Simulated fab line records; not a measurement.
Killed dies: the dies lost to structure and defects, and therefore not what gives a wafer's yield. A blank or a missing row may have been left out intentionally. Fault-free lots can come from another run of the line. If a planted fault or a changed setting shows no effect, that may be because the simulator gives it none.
Chamber matching    flow nand-harc    rie-diel-05 running NHARC_A_STAIRCASE_DESCUM_443: 4 sister chambers
The step chemistry O2, time 3 s. 4 wafers are shown with their chamber, then 7 later ones without.

EACH WAFER AND ITS CHAMBER
wafer   chamber  showerhead-plenum-p-Torr (Torr)
L837.2  3        1.80
L843.3  0        1.91
L844.4  2        1.88
L844.5  1        1.98

WAFERS MISSING THEIR CHAMBER
wafer   showerhead-plenum-p-Torr (Torr)
L844.6  1.91
L849.2  1.88
L849.3  1.98
L849.6  1.88
L853.2  1.87
L853.3  1.98
L853.5  1.79

WHICH CHAMBER EACH ONE RAN IN
wafer   from the rows above  in truth
L844.6  0                    0
L849.2  2                    2
L849.3  1                    1
L849.6  2                    2
L853.2  2                    2
L853.3  1                    1
L853.5  3                    3
Correctly placed: 7 of 7. Left unplaced by these rows: 0. Wrongly placed: 0.
How it was worked out, from the rows above alone: a wafer's distance from a chamber is the root of the sum, over the readings, of the square of ((its reading less the chamber's mean) divided by the reading's scatter). If the next closest chamber is less than 2 further off than the closest, the wafer can't be placed; otherwise it belongs to the closest. Each chamber's mean is taken over the wafers shown for it. The scatter: with one shown wafer a chamber, the root of the mean of the squares of how far each hidden wafer lies from its nearest shown one.
